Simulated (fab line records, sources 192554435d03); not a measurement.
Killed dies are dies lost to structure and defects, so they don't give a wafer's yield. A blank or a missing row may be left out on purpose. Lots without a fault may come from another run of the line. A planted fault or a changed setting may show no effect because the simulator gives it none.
Chamber matching | flow n5_finfet | N5_BEOL_M12_DEP_53 on pecvd-01: 3 sister chambers
The step deposits SiCN from 3MS/NH3, target thk 30 nm, time 10.5 s. 6 wafers are shown with their chamber, then 8 later ones without.

WAFERS WITH THEIR CHAMBER
wafer  | chamber | throttle_valve_pct (%) | showerhead_plenum_p_Torr (Torr)
L082.4 | 1       | 18.8                   | 4.175
L083.4 | 0       | 19.6                   | 4.180
L086.1 | 1       | 18.8                   | 4.169
L086.2 | 0       | 19.4                   | 4.162
L086.3 | 2       | 17.0                   | 4.177
L087.2 | 2       | 17.1                   | 4.183

WAFERS WITHOUT THEIR CHAMBER
wafer  | throttle_valve_pct (%) | showerhead_plenum_p_Torr (Torr)
L087.4 | 18.9                   | 4.174
L087.6 | 17.0                   | 4.170
L095.1 | 19.6                   | 4.163
L095.2 | 18.8                   | 4.177
L095.3 | 17.0                   | 4.173
L093.1 | 19.6                   | 4.161
L093.2 | 16.9                   | 4.181
L093.6 | 19.5                   | 4.163

WHICH CHAMBER EACH WENT THROUGH
wafer  | from the rows above | in truth
L087.4 | 1                   | 1
L087.6 | 2                   | 2
L095.1 | 0                   | 0
L095.2 | 1                   | 1
L095.3 | 2                   | 2
L093.1 | 0                   | 0
L093.2 | 2                   | 2
L093.6 | 0                   | 0
Placed correctly: 8 of 8. Can't be placed from these rows: 0. Placed wrongly: 0.
How it was worked out, from the rows above alone: a wafer's distance from a chamber is the root of the sum, over the readings, of the square of ((its reading less the chamber's mean) divided by the reading's scatter). The wafer belongs to the nearest chamber; if the next one is less than 2 further off, it can't be placed. A chamber's mean is the mean of its shown wafers. The scatter: the root of (the sum of the squares of (reading less its chamber's mean) over the shown wafers, divided by (wafers less chambers)).
